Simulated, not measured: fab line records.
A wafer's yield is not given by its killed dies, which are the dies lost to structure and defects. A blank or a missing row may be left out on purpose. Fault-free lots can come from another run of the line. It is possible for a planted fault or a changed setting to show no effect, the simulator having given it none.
8D (eight disciplines) problem report, filled in by code / flow nand-harc / the parts of the form that need people (team, actions taken, sign-off) are left out

== 1. WHAT WENT WRONG ==
At NHARC_P_CONTACT_CD_MEAS_12, cd-nm averages 107.9 nm over 6 wafers from 2 lots, while fault-free wafers read 90.3 nm, standard deviation 0.64. That is +27 standard deviations from the usual mean.
The step: target cd 90 nm.
The first sign was on wafer L771.2 at day 14 06:32, on cd-sem-01. The record has a number at this step for 42 wafers belonging to 14 lots. Rule for "out" (also "out of limits"): further than 4 standard deviations from the usual mean. All remaining wafers that have a number are taken as sound.

== 2. WHAT IT IS AND WHAT IT IS NOT ==
question=which readings at this step | is=cd-nm | is not=-
question=which lots | is=L771, L772 | is not=L751, L752, L753, L756, L758, L761, L764, L765, L767, L768, L773, L774
question=which wafers of those lots | is=all that have a number | is not=-
question=read on which gauges | is=cd-sem-01, cd-sem-02 | is not=cd-sem-03
question=when | is=from day 14 06:32 | is not=up to then (30 sound wafers); but 6 sound wafers of L773, L774 came after

== 3. SUSPECTS, AND WHAT RULES EACH OUT ==
Counting: a tool at a process step up to the reading stays a suspect if it ran every lot that is out and no sound lot after the first of them.
- ruled out: the gauge at NHARC_P_CONTACT_CD_MEAS_12. The wafers that are out were read on 2 gauges (cd-sem-01, cd-sem-02).
- pvd-sputter-03 at NHARC_P_GATE_DEGAS_109 (time 60 s): kept. Every lot that is out went through it, starting with L771 (day 14 03:40), and after that it ran no sound lot; the last sound lot it ran before then is L768 (day 12 17:19).
- litho-track-06 at NHARC_P_CONTACT_PEB_10 (peb time 65 s): kept. Every lot that is out went through it, starting with L771 (day 14 06:27), and after that it ran no sound lot; the last sound lot it ran before then is L768 (day 12 19:49).
The count leaves litho-track-06 at NHARC_P_CONTACT_PEB_10 and pvd-sputter-03 at NHARC_P_GATE_DEGAS_109.

== 4. THE CAUSE (what the simulator had put in) ==
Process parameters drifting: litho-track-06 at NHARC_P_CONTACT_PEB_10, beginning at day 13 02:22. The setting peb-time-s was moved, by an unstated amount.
This tool is one of the 2 suspects left after counting.

== 5. THE EFFECT CHAIN, in route order ==
Each row: a reading where the mean over the struck wafers with a number is more than 3 standard deviations away from the usual. Only readings for which the record gives a usual standard deviation are gone through. hours: the time from each lot's start at the first step in this table that gives one to its start at this step, as a median over the lots. sigmas: the change in usual standard deviations.
hours=0; step=NHARC_P_CONTACT_CD_MEAS_12; reading=cd-nm; usual=90.3 nm; on struck wafers=107.9; change=+17.6; sigmas=+27

== 6. HOW IT WOULD HAVE BEEN CAUGHT EARLIER ==
In this record the first reading out of limits at a measuring or inspecting step was taken at day 14 06:32, 28 hours after the fault began at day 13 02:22.
L772, from the lots that are out (2), started NHARC_P_CONTACT_PEB_10 on litho-track-06 later than day 14 06:32. Had the tool been put on hold then, it would have been spared.
